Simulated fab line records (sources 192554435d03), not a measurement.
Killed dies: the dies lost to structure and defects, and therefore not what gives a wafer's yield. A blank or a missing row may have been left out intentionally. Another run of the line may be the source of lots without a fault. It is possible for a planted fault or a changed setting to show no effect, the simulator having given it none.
Chamber matching | flow n5-finfet | N5_BEOL_M10_CURE_72 on uv-cure-01 has 3 sister chambers
The step cures SiCOH lowk, time 120 s. 3 wafers are shown with their chamber, then 12 later ones without.

== WAFERS PAIRED WITH THEIR CHAMBERS ==
wafer  | chamber | wafer_temp_C_max
L082.6 | 1       | 372.6
L087.6 | 0       | 372.9
L091.6 | 2       | 371.2

== WAFERS WITHOUT THEIR CHAMBER ==
wafer  | wafer_temp_C_max
L093.1 | 372.3
L093.2 | 372.8
L093.3 | 372.6
L093.4 | 372.2
L093.5 | 372.1
L093.6 | 372.6
L095.1 | 372.5
L095.4 | 373.0
L095.6 | 373.6
L097.1 | 372.2
L097.3 | 373.0
L097.6 | 372.6

== CHAMBER TAKEN BY EACH ==
wafer  | from the rows above          | in truth
L093.1 | can't be placed: 1 or 0      | 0
L093.2 | can't be placed: 0 or 1      | 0
L093.3 | can't be placed: 1 or 0      | 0
L093.4 | can't be placed: 1 or 0 or 2 | 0
L093.5 | can't be placed: 1 or 0 or 2 | 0
L093.6 | can't be placed: 1 or 0      | 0
L095.1 | can't be placed: 1 or 0      | 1
L095.4 | can't be placed: 0 or 1      | 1
L095.6 | can't be placed: 0 or 1      | 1
L097.1 | can't be placed: 1 or 0 or 2 | 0
L097.3 | can't be placed: 0 or 1      | 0
L097.6 | can't be placed: 1 or 0      | 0
Placed correctly: 0 of 12. These rows do not allow placing 12 (true chamber among the candidates in 12). Placed wrongly: 0.
How it was worked out, from the rows above alone: a wafer's distance from a chamber is the root of the sum, over the readings, of the square of ((its reading less the chamber's mean) divided by the reading's scatter). The wafer belongs to the nearest chamber; if the next one is less than 2 further off, it can't be placed. A chamber's mean is the mean of its shown wafers. The scatter: root of mean squared gap, hidden wafer to nearest shown wafer, with one shown wafer a chamber.
